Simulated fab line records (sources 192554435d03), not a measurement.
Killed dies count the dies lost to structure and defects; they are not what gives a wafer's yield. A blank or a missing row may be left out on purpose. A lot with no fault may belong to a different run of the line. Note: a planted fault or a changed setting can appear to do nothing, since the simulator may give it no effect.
fab line records	flow n5Finfet
record lots=24	wafers=72	lastDay=17
route steps=1938 shown BEOL_M1@789
lots untouched by any fault: they come from a run of this same line in which no faults occurred
startH: hours from the record's opening day to when the first of the lot's shown wafers began	waitH: hours from the lot's prior step to this one	" as in the row above	L1.1+2: one row covering several wafers at once	- no value present, or no start provided	* or withheld: withheld	< > ~ a bound
route shown NAME@n: NAME is a module with steps in the file, n the number in the route of the first one	usual: mean and standard deviation over wafers with no fault	same: alike in all rows	chamber/n: place in a boat	sites: per-site readings	_std_site: standard deviation of those values	_edge_site: mean of outer sites minus mean of inner sites	radiusMm: how far each site lies from the wafer's centre	mask NAME#n: copy n	behind: tool/chamber where the wafer was last shaped	hold: the reason the lot was held/the length of the hold in hours/how it ended	device: the transistor (n, p or np) that didn't switch	end of line: tests run on the same wafers once the route is complete	a step given without rows: its recipe and nothing more	killed: the dies lost at the first sort to structure and to defects; this is not the yield of the wafer	map: a wafer's dies, marking killed ones x, the rest . and places with no die _
set.NAME: the run value of the setting; set.NAME@STEP: its run value at that earlier step	model.NAME: the simulator's own value behind a step, which no gauge read
route steps across a sampled set of lots; one table per step, one row per wafer
services: when a tool's chamber went out of use (startH, in hours from the record's first day, below 0 if earlier), for how many hours, and the reason
## steps
# step N5_BEOL_M1_DESCUM_33
# recipe chemistry=O2	timeS=7	sourcePowerW=50	biasPowerW=20	pressureMtorr=20	rfFrequencyHz=2.712e+07	tempC=40	resist=CAR-EUV	o2FlowSccm=225
# usual drypumpMotorCurrentA=5.83/0.26	oesProductAu=0.78/0.09	rfVppV=243.5/1.4	showerheadPlenumPTorr=2.12/0.066	throttleValvePct=20.55/0.28
lot.wafer	tool	chamber	startH	waitH	drypumpMotorCurrentA	oesProductAu	rfHoursCounterH	rfVppV	showerheadPlenumPTorr	throttleValvePct
L074.3	rieDiel-02	1	126.11	0.0	5.88	0.73	191	243.3	2.07	20.71
L074.5	"	0	"	"	6.08	0.78	-	243.6	2.10	20.65
L074.6	"	3	"	"	5.59	0.69	-	243.6	2.15	20.59
L075.3	rieDiel-04	0	129.23	0.0	5.84	0.77	135	245.9	2.18	20.75
L075.4	"	1	"	"	6.25	1.00	5	245.0	2.24	20.54
L075.5	"	0	"	"	5.87	0.78	-	245.3	2.18	20.76
L076.2	rieDiel-06	0	139.19	0.8	5.85	0.69	219	244.7	2.16	20.79
L076.4	"	2	"	"	5.78	0.74	-	244.4	2.17	20.51
L076.5	"	3	"	"	6.15	0.82	-	242.0	2.04	20.55
L077.1	rieDiel-02	1	139.80	0.0	5.88	0.73	195	242.8	2.07	20.73
L077.3	"	0	"	"	6.10	0.76	148	244.6	2.10	20.67
L077.5	"	3	"	"	5.59	0.68	-	244.3	2.15	20.61
L078.4	rieDiel-04	1	151.80	0.0	6.24	0.97	-	245.5	2.24	20.55
L078.5	"	0	"	"	5.83	0.78	-	243.6	2.18	20.76
L078.6	"	3	"	"	5.47	0.74	-	243.9	2.08	20.67
L079.2	rieDiel-04	0	157.77	0.0	5.84	0.78	146	244.7	2.18	20.77
L079.3	"	3	"	"	5.46	0.74	207	243.4	2.08	20.69
L079.6	"	0	"	"	5.87	0.77	-	245.5	2.18	20.76
L080.2	rieDiel-06	2	167.33	0.0	5.78	0.73	177	245.0	2.17	20.50
L080.3	"	3	"	"	6.13	0.81	79	242.6	2.03	20.55
L080.5	"	1	"	"	5.96	0.71	-	243.5	2.16	20.53
L081.1	rieDiel-04	0	172.50	0.0	5.86	0.77	150	244.5	2.18	20.77
L081.3	"	3	"	"	5.47	0.72	211	243.7	2.08	20.68
L081.6	"	2	"	"	5.81	0.91	-	242.2	2.05	19.77
L082.1	rieDiel-04	2	180.54	0.0	5.81	0.92	29	243.4	2.05	19.77
L082.4	"	3	"	"	5.45	0.73	212	243.4	2.08	20.68
L082.6	"	3	"	"	5.45	0.72	-	244.2	2.08	20.69
L083.1	rieDiel-02	1	187.41	0.0	5.90	0.71	210	242.7	2.07	20.75
L083.3	"	0	"	"	6.08	0.76	161	242.6	2.09	20.70
L083.4	"	2	"	"	5.32	0.77	144	242.0	2.02	20.31
L084.2	rieDiel-02	0	189.05	0.4	6.07	0.76	162	243.3	2.09	20.69
L084.5	"	2	"	"	5.30	0.78	-	241.4	2.02	20.33
L084.6	"	1	"	"	5.89	0.72	-	243.0	2.07	20.75
L085.3	rieDiel-06	1	203.59	0.0	5.96	0.70	248	242.5	2.16	20.55
L085.4	"	3	"	"	6.15	0.80	89	242.5	2.03	20.58
L085.6	"	0	"	"	5.84	0.67	-	244.4	2.15	20.82
L086.2	rieDiel-04	0	207.16	0.0	5.83	0.76	158	245.6	2.18	20.77
L086.4	"	3	"	"	5.45	0.72	219	242.9	2.07	20.70
L086.5	"	1	"	"	6.25	0.93	-	246.5	2.23	20.56
L087.2	rieDiel-04	1	208.00	0.0	6.26	0.93	27	244.8	2.23	20.58
L087.3	"	3	"	"	5.45	0.72	219	243.6	2.07	20.69
L087.6	"	3	"	"	5.48	0.72	-	242.1	2.07	20.69
L088.4	rieDiel-06	2	211.47	0.3	5.78	0.73	189	244.0	2.16	20.53
L088.5	"	1	"	"	5.96	0.70	-	242.9	2.16	20.55
L088.6	"	0	"	"	5.86	0.68	-	243.2	2.15	20.84
L089.1	rieDiel-06	1	213.95	0.0	5.96	0.70	251	243.6	2.16	20.56
L089.3	"	0	"	"	5.82	0.68	242	245.4	2.15	20.82
L089.4	"	2	"	"	5.77	0.73	190	245.4	2.16	20.53
L090.1	rieDiel-06	2	217.70	0.0	5.77	0.71	191	245.1	2.16	20.54
L090.2	"	3	"	"	6.13	0.79	93	242.4	2.03	20.58
L090.6	"	3	"	"	6.17	0.79	-	240.7	2.03	20.59
L092.2	rieDiel-04	2	227.78	0.0	5.80	0.88	42	242.5	2.04	19.79
L092.3	"	1	"	"	6.27	0.93	33	245.1	2.23	20.58
L092.6	"	0	"	"	5.84	0.75	-	244.2	2.17	20.80
L091.1	rieDiel-06	2	232.89	0.0	5.76	0.71	197	244.8	2.16	20.54
L091.2	"	3	"	"	6.14	0.79	99	241.5	2.03	20.59
L091.3	"	0	"	"	5.87	0.67	249	243.5	2.15	20.85
L093.1	rieDiel-04	0	235.50	0.0	5.85	0.74	166	242.8	2.17	20.80
L093.2	"	1	"	"	6.23	0.92	35	245.5	2.23	20.57
L093.6	"	2	"	"	5.82	0.88	-	241.5	2.04	19.81
L094.1	rieDiel-04	1	243.70	0.0	6.25	0.91	37	246.0	2.23	20.59
L094.2	"	2	"	"	5.80	0.87	47	242.9	2.04	19.82
L094.6	"	3	"	"	5.44	0.71	-	242.1	2.07	20.72
L095.2	rieDiel-06	3	248.58	0.0	6.15	0.79	105	241.1	2.02	20.60
L095.3	"	2	"	"	5.76	0.71	203	243.4	2.16	20.55
L095.5	"	3	"	"	6.15	0.78	-	241.6	2.02	20.58
L096.2	rieDiel-02	0	259.55	0.0	6.08	0.74	184	241.9	2.08	20.71
L096.5	"	0	"	"	6.07	0.74	-	243.4	2.08	20.72
L096.6	"	1	"	"	5.89	0.69	-	242.0	2.06	20.78
L097.4	rieDiel-02	1	263.52	0.0	5.90	0.69	235	242.6	2.06	20.78
L097.5	"	2	"	"	5.31	0.75	-	242.3	2.01	20.37
L097.6	"	1	"	"	5.90	0.69	-	242.6	2.06	20.78
# step N5_BEOL_M1_ETCHBACK_99
# recipe chemistry=CHF3	target=SiO2	targetDepthA=50	timeS=10.4	sourceW=215	biasW=47	Ar_flow_sccm=200	CHF3_flow_sccm=12	ionEnergyEv=100	pressureMtorr=30
# usual drypumpMotorCurrentA=5.84/0.25	oesProductAu=0.78/0.084	rfVppV=241.9/2.1	showerheadPlenumPTorr=2.18/0.067	throttleValvePct=17.16/0.29
lot.wafer	tool	chamber	startH	waitH	drypumpMotorCurrentA	oesProductAu	rfHoursCounterH	rfVppV	showerheadPlenumPTorr	throttleValvePct
L074.3	rieDiel-06	2	132.02	5.5	5.78	0.75	166	244.7	2.24	17.21
L074.5	"	0	"	"	5.84	0.70	-	243.7	2.21	17.42
L074.6	"	1	"	"	5.97	0.71	-	245.5	2.21	17.11
L075.3	rieDiel-02	0	146.68	17.3	6.06	0.77	150	242.5	2.16	17.31
L075.4	"	2	"	"	5.28	0.78	133	239.8	2.07	16.86
L075.5	"	0	"	"	6.08	0.76	-	242.1	2.16	17.29
L076.2	rieDiel-02	3	149.32	9.9	5.59	0.68	231	238.5	2.21	17.27
L076.4	"	0	"	"	6.07	0.76	151	242.0	2.16	17.29
L076.5	"	3	"	"	5.61	0.68	-	238.7	2.21	17.26
L077.1	rieDiel-06	1	152.47	12.4	5.94	0.70	233	246.1	2.21	17.13
L077.3	"	2	"	"	5.77	0.73	173	244.3	2.24	17.23
L077.5	"	2	"	"	5.76	0.74	-	244.7	2.24	17.21
L078.4	rieDiel-06	3	152.84	0.7	6.16	0.82	75	242.8	2.09	17.15
L078.5	"	0	"	"	5.84	0.70	-	242.3	2.21	17.46
L078.6	"	1	"	"	5.95	0.72	-	245.9	2.21	17.14
L079.2	rieDiel-04	3	158.28	0.1	5.45	0.73	207	239.3	2.13	17.31
L079.3	"	0	"	"	5.83	0.78	146	240.5	2.23	17.34
L079.6	"	2	"	"	5.80	0.92	-	241.0	2.11	16.40
L080.2	rieDiel-06	1	170.71	2.9	5.96	0.70	238	246.0	2.21	17.13
L080.3	"	3	"	"	6.17	0.81	80	243.4	2.09	17.15
L080.5	"	2	"	"	5.77	0.73	-	242.7	2.24	17.23
L081.1	rieDiel-06	1	174.09	1.4	5.96	0.71	239	245.3	2.21	17.14
L081.3	"	3	"	"	6.14	0.80	80	242.4	2.09	17.16
L081.6	"	3	"	"	6.15	0.80	-	243.4	2.09	17.18
L082.1	rieDiel-04	3	182.50	1.8	5.46	0.73	212	237.5	2.13	17.31
L082.4	"	2	"	"	5.79	0.91	29	242.5	2.10	16.44
L082.6	"	2	"	"	5.79	0.91	-	244.6	2.10	16.42
L083.1	rieDiel-06	1	188.14	0.5	5.96	0.70	243	245.5	2.21	17.15
L083.3	"	2	"	"	5.76	0.73	183	244.4	2.23	17.25
L083.4	"	0	"	"	5.84	0.68	234	242.3	2.21	17.46
L084.2	rieDiel-06	3	196.41	7.2	6.15	0.81	86	242.6	2.09	17.15
L084.5	"	2	"	"	5.77	0.74	-	243.3	2.23	17.24
L084.6	"	3	"	"	6.14	0.81	-	244.1	2.09	17.15
L085.3	rieDiel-04	2	205.72	2.0	5.80	0.88	36	242.1	2.10	16.43
L085.4	"	0	"	"	5.85	0.76	158	242.4	2.23	17.40
L085.6	"	0	"	"	5.84	0.76	-	241.8	2.23	17.36
L087.2	rieDiel-02	3	208.71	0.5	5.59	0.67	247	241.0	2.20	17.29
L087.3	"	0	"	"	6.09	0.75	167	242.0	2.15	17.35
L087.6	"	3	"	"	5.61	0.67	-	238.8	2.20	17.31
L086.2	rieDiel-04	0	208.75	1.4	5.81	0.76	158	241.0	2.23	17.38
L086.4	"	2	"	"	5.77	0.89	36	242.1	2.10	16.44
L086.5	"	1	"	"	6.26	0.93	-	241.9	2.29	17.10
L088.4	rieDiel-04	0	212.21	0.6	5.85	0.77	159	241.0	2.23	17.39
L088.5	"	3	"	"	5.46	0.72	-	239.1	2.13	17.33
L088.6	"	0	"	"	5.84	0.77	-	241.1	2.23	17.37
L089.1	rieDiel-06	1	215.25	1.1	5.95	0.70	251	247.0	2.20	17.16
L089.3	"	0	"	"	5.85	0.67	242	242.1	2.20	17.48
L089.4	"	3	"	"	6.13	0.79	92	243.0	2.08	17.16
L090.1	rieDiel-04	3	222.63	4.1	5.43	0.72	224	239.5	2.13	17.32
L090.2	"	2	"	"	5.82	0.88	40	242.3	2.10	16.44
L090.6	"	2	"	"	5.80	0.90	-	242.4	2.10	16.45
L092.2	rieDiel-04	3	230.34	2.4	5.47	0.71	226	238.9	2.13	17.34
L092.3	"	1	"	"	6.29	0.90	33	240.6	2.29	17.12
L092.6	"	0	"	"	5.83	0.74	-	240.5	2.22	17.40
L091.1	rieDiel-04	1	233.58	0.3	6.27	0.91	34	242.0	2.29	17.14
L091.2	"	0	"	"	5.83	0.75	166	240.8	2.22	17.40
L091.3	"	2	"	"	5.81	0.88	44	242.3	2.10	16.45
L093.1	rieDiel-04	2	238.01	2.3	5.85	0.88	45	242.4	2.10	16.44
L093.2	"	3	"	"	5.45	0.72	229	238.5	2.13	17.34
L093.6	"	2	"	"	5.81	0.88	-	242.3	2.10	16.44
L094.1	rieDiel-04	2	246.54	2.6	5.78	0.89	48	242.0	2.10	16.45
L094.2	"	3	"	"	5.45	0.71	231	237.0	2.13	17.35
L094.6	"	0	"	"	5.83	0.76	-	242.7	2.22	17.40
L095.2	rieDiel-04	3	251.44	2.7	5.46	0.71	232	238.1	2.13	17.35
L095.3	"	1	"	"	6.26	0.91	38	241.5	2.28	17.12
L095.5	"	1	"	"	6.24	0.91	-	241.9	2.28	17.12
L096.2	rieDiel-02	2	261.83	2.1	5.29	0.75	168	239.5	2.06	16.95
L096.5	"	2	"	"	5.29	0.75	-	238.1	2.06	16.94
L096.6	"	1	"	"	5.90	0.69	-	242.0	2.12	17.46
L097.4	rieDiel-06	3	271.58	7.9	6.18	0.78	111	242.2	2.08	17.21
L097.5	"	3	"	"	6.16	0.78	-	243.8	2.08	17.20
L097.6	"	2	"	"	5.77	0.71	-	243.8	2.22	17.28
# step N5_BEOL_M1_ANNEAL_87
# recipe tempC=400	timeS=240	ambient=vacuum
# usual heaterPowerW=856/100	susceptor_temp_C_max=401.0/0.35
lot.wafer	tool	chamber	startH	waitH	heaterPowerW	susceptor_temp_C_max
L075.3	pvdSputter-01	-	148.85	0.0	721	400.8
L075.4	"	-	"	"	874	401.1
L075.5	"	-	"	"	726	400.6
L074.3	pvdSputter-03	-	149.55	0.0	872	401.0
L074.5	"	-	"	"	941	400.6
L074.6	"	-	"	"	1053	400.5
L076.2	pvdSputter-01	-	151.61	0.0	881	401.2
L076.4	"	-	"	"	742	400.6
L076.5	"	-	"	"	883	401.4
L077.1	pvdSputter-03	-	154.58	0.0	934	400.7
L077.3	"	-	"	"	1057	400.7
L077.5	"	-	"	"	758	400.9
L078.4	pvdSputter-02	-	155.26	0.1	840	400.6
L078.5	"	-	"	"	749	401.2
L078.6	"	-	"	"	982	401.6
L079.2	pvdSputter-01	-	160.48	0.0	884	401.1
L079.3	"	-	"	"	738	401.1
L079.6	"	-	"	"	754	401.2
L080.2	pvdSputter-02	-	173.12	0.0	767	400.9
L080.3	"	-	"	"	835	400.8
L080.5	"	-	"	"	966	401.3
L081.1	pvdSputter-03	-	176.42	0.0	874	401.3
L081.3	"	-	"	"	1027	400.6
L081.6	"	-	"	"	960	400.7
L082.1	pvdSputter-03	-	184.75	0.0	1040	400.5
L082.4	"	-	"	"	722	401.7
L082.6	"	-	"	"	922	400.8
L083.1	pvdSputter-03	-	191.22	0.0	964	400.6
L083.3	"	-	"	"	1034	400.7
L083.4	"	-	"	"	871	401.0
L084.2	pvdSputter-01	-	198.65	0.0	725	401.0
L084.5	"	-	"	"	733	401.0
L084.6	"	-	"	"	903	400.7
L085.3	pvdSputter-03	-	208.27	0.0	950	400.4
L085.4	"	-	"	"	733	400.9
L085.6	"	-	"	"	727	401.4
L087.2	pvdSputter-01	-	210.83	0.0	724	400.9
L087.3	"	-	"	"	758	401.3
L087.6	"	-	"	"	742	401.1
L086.2	pvdSputter-03	-	211.46	0.0	742	401.3
L086.4	"	-	"	"	918	400.8
L086.5	"	-	"	"	929	400.8
L088.4	pvdSputter-03	-	214.50	0.0	1043	400.5
L088.5	"	-	"	"	873	401.3
L088.6	"	-	"	"	935	400.5
L089.1	pvdSputter-01	-	218.83	0.0	745	400.9
L089.3	"	-	"	"	726	400.6
L089.4	"	-	"	"	884	401.4
L090.1	pvdSputter-01	-	224.96	0.0	748	401.9
L090.2	"	-	"	"	722	401.6
L090.6	"	-	"	"	731	401.3
L092.2	pvdSputter-03	-	232.68	0.0	1059	400.6
L092.3	"	-	"	"	951	400.7
L092.6	"	-	"	"	743	401.0
L091.1	pvdSputter-02	-	236.11	0.0	959	400.7
L091.2	"	-	"	"	761	401.2
L091.3	"	-	"	"	841	400.5
L093.1	pvdSputter-01	-	242.17	0.0	877	401.0
L093.2	"	-	"	"	742	400.9
L093.6	"	-	"	"	734	401.0
L094.1	pvdSputter-01	-	248.96	0.0	751	401.3
L094.2	"	-	"	"	868	401.4
L094.6	"	-	"	"	878	401.1
L095.2	pvdSputter-01	-	253.90	0.0	880	401.2
L095.3	"	-	"	"	729	401.3
L095.5	"	-	"	"	719	400.9
L096.2	pvdSputter-03	-	267.28	0.0	867	401.0
L096.5	"	-	"	"	729	401.1
L096.6	"	-	"	"	1020	400.7
L097.4	pvdSputter-03	-	273.68	0.0	730	401.3
L097.5	"	-	"	"	932	400.7
L097.6	"	-	"	"	880	400.7
# step N5_BEOL_M1_SPUTTER_92
# recipe material=Cu	targetThkA=45	tempC=-20	chamberPressurePa=0.07	powerW=withheld	timeS=8.29
# usual substrateTempC=-20.00/0.11	throttleValvePct=30.6/0.74
lot.wafer	tool	chamber	startH	waitH	substrateTempC	throttleValvePct
L075.3	pvdSputter-01	-	149.43	0.1	-19.93	29.8
L075.4	"	-	"	"	-19.95	29.5
L075.5	"	-	"	"	-19.90	29.7
L074.3	pvdSputter-03	-	150.13	0.1	-20.09	31.7
L074.5	"	-	"	"	-19.87	31.1
L074.6	"	-	"	"	-20.11	31.3
L076.2	pvdSputter-01	-	152.19	0.1	-19.88	30.8
L076.4	"	-	"	"	-19.95	30.5
L076.5	"	-	"	"	-19.79	30.7
L077.1	pvdSputter-03	-	155.16	0.1	-19.91	31.4
L077.3	"	-	"	"	-19.97	31.3
L077.5	"	-	"	"	-20.11	30.6
L078.4	pvdSputter-02	-	155.81	0.0	-19.91	30.6
L078.5	"	-	"	"	-19.86	29.6
L078.6	"	-	"	"	-20.06	31.3
L079.2	pvdSputter-01	-	161.06	0.1	-20.01	31.0
L079.3	"	-	"	"	-19.98	30.7
L079.6	"	-	"	"	-19.89	30.3
L080.2	pvdSputter-02	-	173.70	0.1	-19.97	29.6
L080.3	"	-	"	"	-20.04	30.6
L080.5	"	-	"	"	-19.82	30.8
L081.1	pvdSputter-03	-	179.10	2.2	-20.10	31.8
L081.3	"	-	"	"	-20.17	31.1
L081.6	"	-	"	"	-19.93	31.2
L082.1	pvdSputter-03	-	185.33	0.1	-19.99	31.1
L082.4	"	-	"	"	-19.97	30.3
L082.6	"	-	"	"	-19.92	31.0
L083.1	pvdSputter-03	-	191.80	0.1	-20.19	31.1
L083.3	"	-	"	"	-19.95	31.3
L083.4	"	-	"	"	-20.13	31.8
L084.2	pvdSputter-01	-	199.23	0.1	-20.14	29.8
L084.5	"	-	"	"	-20.00	29.6
L084.6	"	-	"	"	-20.01	29.6
L085.3	pvdSputter-03	-	208.85	0.1	-19.96	31.0
L085.4	"	-	"	"	-20.06	30.4
L085.6	"	-	"	"	-20.03	30.6
L087.2	pvdSputter-01	-	211.41	0.1	-20.01	29.9
L087.3	"	-	"	"	-19.96	30.6
L087.6	"	-	"	"	-19.78	30.4
L086.2	pvdSputter-03	-	212.04	0.1	-20.03	30.4
L086.4	"	-	"	"	-20.18	31.4
L086.5	"	-	"	"	-20.18	31.5
L088.4	pvdSputter-03	-	215.08	0.1	-20.05	31.1
L088.5	"	-	"	"	-19.86	31.8
L088.6	"	-	"	"	-19.98	31.3
L089.1	pvdSputter-01	-	219.41	0.1	-20.04	29.6
L089.3	"	-	"	"	-20.18	30.4
L089.4	"	-	"	"	-19.85	31.0
L090.1	pvdSputter-01	-	225.54	0.1	-19.80	30.6
L090.2	"	-	"	"	-19.92	29.6
L090.6	"	-	"	"	-20.03	29.5
L092.2	pvdSputter-03	-	233.26	0.1	-20.00	31.3
L092.3	"	-	"	"	-19.88	31.0
L092.6	"	-	"	"	-20.09	30.6
L091.1	pvdSputter-02	-	236.69	0.1	-20.11	28.9
L091.2	"	-	"	"	-19.95	29.9
L091.3	"	-	"	"	-20.00	30.7
L093.1	pvdSputter-01	-	242.75	0.1	-19.95	30.7
L093.2	"	-	"	"	-20.11	30.6
L093.6	"	-	"	"	-20.14	30.5
L094.1	pvdSputter-01	-	249.54	0.1	-20.12	30.5
L094.2	"	-	"	"	-19.78	29.7
L094.6	"	-	"	"	-20.02	30.9
L095.2	pvdSputter-01	-	254.48	0.1	-20.07	29.7
L095.3	"	-	"	"	-19.97	29.8
L095.5	"	-	"	"	-20.09	29.7
L096.2	pvdSputter-03	-	267.86	0.1	-19.86	31.8
L096.5	"	-	"	"	-20.18	30.6
L096.6	"	-	"	"	-20.02	31.4
L097.4	pvdSputter-03	-	274.26	0.1	-19.87	30.3
L097.5	"	-	"	"	-19.87	31.3
L097.6	"	-	"	"	-19.94	31.6
# step N5_BEOL_M1_CMP_52
# recipe stopOn=SiOC	tOverpolishS=6.8	downForcePsi=1	platenRpm=50	clearingPlatenDownForcePsi=1.5	clearingPlatenRpm=50	postCmpClean=cuAlkaline	targetThkNm=40	clearingPlatenPadVelocityMS=0.99484	padVelocityMS=0.99484
# usual barrierFieldEndpointS=24.5/0.57	motorCurrentA=6.0/0.59	overpolishRunS=6.800/0.0097	timeToEndpointS=62.0/2.6
# same tOverpolishS=6.8
lot.wafer	tool	chamber	startH	waitH	barrierFieldEndpointS	motorCurrentA	overpolishRunS	timeToEndpointS
L075.3	cmp-01	1	150.36	0.2	23.8	5.9	6.801	65.8
L075.4	"	2	"	"	25.0	6.9	6.789	65.8
L075.5	"	1	"	"	25.3	6.2	6.815	65.9
L074.3	cmp-03	1	151.18	0.3	23.8	6.6	6.790	60.7
L074.6	"	2	"	"	25.6	5.4	6.802	65.3
L074.5	"	3	"	"	24.3	5.9	6.807	65.4
L076.4	cmp-02	1	153.20	0.2	24.6	7.0	6.798	66.2
L076.2	"	2	"	"	24.0	5.0	6.794	63.3
L076.5	"	3	"	"	25.1	6.2	6.816	67.3
L077.3	cmp-01	2	156.13	0.2	24.2	6.8	6.807	60.3
L077.1	"	3	"	"	24.5	5.2	6.792	61.1
L077.5	"	1	"	"	25.0	6.3	6.803	64.2
L078.4	cmp-03	2	156.82	0.2	25.7	5.5	6.795	65.0
L078.5	"	0	"	"	24.2	6.4	6.817	61.7
L078.6	"	1	"	"	25.0	6.9	6.805	65.4
L079.3	cmp-02	3	162.04	0.2	25.2	5.8	6.802	64.9
L079.2	"	2	"	"	24.8	5.4	6.795	61.7
L079.6	"	3	"	"	24.4	5.8	6.805	60.1
L080.2	cmp-03	1	174.76	0.2	24.1	6.7	6.807	60.6
L080.3	"	2	"	"	24.4	5.7	6.787	65.5
L080.5	"	1	"	"	24.4	6.4	6.796	60.5
L081.1	cmp-01	3	180.30	0.3	23.5	5.3	6.786	59.7
L081.3	"	2	"	"	22.7	6.7	6.795	57.5
L081.6	"	0	"	"	24.3	5.3	6.798	60.8
L082.4	cmp-02	1	186.31	0.2	24.4	7.1	6.803	60.8
L082.1	"	2	"	"	24.6	5.2	6.796	62.4
L082.6	"	1	"	"	24.3	6.8	6.787	60.0
L083.3	cmp-03	0	192.77	0.2	24.5	6.5	6.788	63.8
L083.4	"	1	"	"	24.7	6.5	6.795	65.1
L083.1	"	2	"	"	24.4	5.5	6.800	68.3
L084.2	cmp-02	0	200.21	0.2	23.9	6.2	6.809	61.5
L084.6	"	3	"	"	24.8	5.7	6.787	61.2
L084.5	"	0	"	"	24.6	6.1	6.809	66.8
L085.4	cmp-03	2	209.87	0.2	25.0	5.6	6.793	61.5
L085.3	"	3	"	"	24.3	5.9	6.781	61.2
L085.6	"	0	"	"	24.9	6.5	6.811	61.9
L087.3	cmp-01	3	212.35	0.2	24.4	5.1	6.803	59.4
L087.2	"	0	"	"	24.2	5.4	6.792	57.4
L087.6	"	0	"	"	23.9	5.1	6.801	58.2
L086.4	cmp-03	2	213.05	0.2	25.5	5.6	6.798	64.5
L086.2	"	3	"	"	24.2	5.8	6.807	63.9
L086.5	"	0	"	"	25.2	7.0	6.801	64.3
L088.4	cmp-01	3	216.09	0.2	23.9	5.1	6.820	57.8
L088.5	"	1	"	"	23.8	6.0	6.791	63.3
L088.6	"	2	"	"	23.7	6.8	6.812	60.3
L089.3	cmp-02	0	220.36	0.2	24.9	6.3	6.801	63.9
L089.1	"	2	"	"	24.5	5.0	6.807	62.2
L089.4	"	3	"	"	25.8	6.0	6.794	64.1
L090.1	cmp-02	3	226.53	0.3	25.6	6.1	6.808	62.8
L090.2	"	1	"	"	25.4	6.9	6.804	60.4
L090.6	"	3	"	"	24.7	5.9	6.805	62.2
L092.3	cmp-02	0	234.19	0.2	25.3	5.9	6.814	62.7
L092.2	"	2	"	"	24.4	5.2	6.819	59.8
L092.6	"	1	"	"	25.4	6.7	6.800	62.3
L091.1	cmp-03	1	237.76	0.3	24.4	6.7	6.819	61.1
L091.3	"	2	"	"	24.9	5.7	6.779	60.6
L091.2	"	3	"	"	24.6	5.7	6.810	60.1
L093.2	cmp-02	0	243.68	0.2	24.9	6.0	6.797	60.9
L093.1	"	1	"	"	23.9	7.1	6.796	59.4
L093.6	"	0	"	"	24.5	5.9	6.795	62.6
L094.1	cmp-03	3	250.47	0.3	24.6	6.1	6.804	59.1
L094.2	"	0	"	"	24.2	6.4	6.802	61.0
L094.6	"	3	"	"	24.8	5.6	6.794	60.0
L095.3	cmp-01	2	255.42	0.2	24.2	6.9	6.804	57.5
L095.2	"	0	"	"	23.3	5.5	6.810	55.7
L095.5	"	2	"	"	23.6	6.5	6.802	55.8
L096.2	cmp-03	1	268.90	0.3	24.8	6.8	6.780	61.6
L096.5	"	2	"	"	25.5	5.9	6.809	63.6
L096.6	"	3	"	"	24.8	5.8	6.779	63.3
L097.4	cmp-02	1	275.23	0.2	24.8	6.9	6.803	61.6
L097.6	"	0	"	"	24.3	6.3	6.805	62.1
L097.5	"	1	"	"	24.0	7.0	6.788	60.5
# step N5_BEOL_M1_PRE_CLEAN_60
# recipe gas=NH3/H2	timeS=15	tempC=*	rfPowerW=300
# usual heaterPowerW=77/9.2
lot.wafer	tool	chamber	startH	waitH	heaterPowerW
L075.3	cvdCo-01	0	150.69	0.0	95
L075.4	"	1	"	"	58
L075.5	"	0	"	"	95
L074.3	cvdCo-02	1	151.39	0.0	83
L074.5	"	0	"	"	76
L074.6	"	2	"	"	73
L076.2	cvdCo-02	0	153.46	0.0	74
L076.4	"	2	"	"	72
L076.5	"	0	"	"	77
L077.1	cvdCo-02	0	156.42	0.0	73
L077.3	"	1	"	"	83
L077.5	"	2	"	"	71
L078.4	cvdCo-02	2	157.09	0.1	72
L078.5	"	1	"	"	85
L078.6	"	0	"	"	76
L079.2	cvdCo-02	1	162.37	0.0	88
L079.3	"	0	"	"	77
L079.6	"	1	"	"	83
L080.2	cvdCo-01	1	175.09	0.0	59
L080.3	"	2	"	"	74
L080.5	"	0	"	"	94
L081.1	cvdCo-02	2	180.63	0.0	72
L081.3	"	1	"	"	82
L081.6	"	0	"	"	76
L082.1	cvdCo-02	2	186.60	0.0	74
L082.4	"	2	"	"	72
L082.6	"	1	"	"	84
L083.1	cvdCo-02	2	193.06	0.0	73
L083.3	"	0	"	"	76
L083.4	"	2	"	"	73
L084.2	cvdCo-02	2	200.50	0.0	74
L084.5	"	1	"	"	83
L084.6	"	0	"	"	77
L085.3	cvdCo-01	1	210.15	0.1	61
L085.4	"	0	"	"	92
L085.6	"	1	"	"	58
L087.2	cvdCo-02	2	212.68	0.0	73
L087.3	"	0	"	"	77
L087.6	"	2	"	"	74
L086.2	cvdCo-02	1	213.30	0.0	84
L086.4	"	0	"	"	76
L086.5	"	2	"	"	73
L088.4	cvdCo-02	1	216.36	0.1	86
L088.5	"	2	"	"	72
L088.6	"	0	"	"	77
L089.1	cvdCo-02	2	220.69	0.0	73
L089.3	"	1	"	"	89
L089.4	"	0	"	"	76
L090.1	cvdCo-02	1	226.86	0.0	84
L090.2	"	0	"	"	78
L090.6	"	0	"	"	78
L092.2	cvdCo-01	2	234.52	0.0	78
L092.3	"	1	"	"	59
L092.6	"	0	"	"	96
L091.1	cvdCo-02	1	238.09	0.0	82
L091.2	"	2	"	"	74
L091.3	"	0	"	"	75
L093.1	cvdCo-01	2	244.01	0.0	75
L093.2	"	1	"	"	59
L093.6	"	2	"	"	75
L094.1	cvdCo-01	1	250.80	0.0	58
L094.2	"	0	"	"	95
L094.6	"	0	"	"	94
L095.2	cvdCo-02	1	255.75	0.0	85
L095.3	"	2	"	"	73
L095.5	"	2	"	"	73
L096.2	cvdCo-01	1	269.12	0.0	60
L096.5	"	0	"	"	96
L096.6	"	1	"	"	60
L097.4	cvdCo-02	0	275.54	0.1	78
L097.5	"	2	"	"	73
L097.6	"	1	"	"	84
## services
tool	chamber	startH	hours	kind
cmp-02	-	107.47	5.4	pm
cmp-01	-	108.73	12.0	pm
cvdCo-01	0	115.38	4.7	repair
cvdCo-01	-	120.51	0.3	repair
cmp-01	-	127.49	4.0	repair
cvdCo-01	1	131.97	11.3	repair
rieDiel-06	1	133.57	9.6	repair
rieDiel-04	3	137.47	4.1	repair
cvdCo-01	2	137.86	8.4	repair
cmp-02	-	143.95	4.6	pm
rieDiel-04	2	146.42	8.2	repair
cmp-03	-	149.25	0.3	repair
cmp-03	-	164.14	0.4	repair
cvdCo-01	-	165.80	3.2	repair
cvdCo-01	-	171.90	2.5	repair
rieDiel-04	-	173.81	2.7	repair
cmp-02	-	214.94	0.6	repair
rieDiel-02	3	240.04	7.0	repair
cvdCo-01	2	245.84	12.5	repair
cmp-02	-	246.27	2.4	repair
rieDiel-04	3	256.08	4.6	repair
cvdCo-01	-	262.09	4.3	pm
cmp-03	-	262.13	4.7	pm
rieDiel-04	-	270.47	28.1	pm
## key
fault none
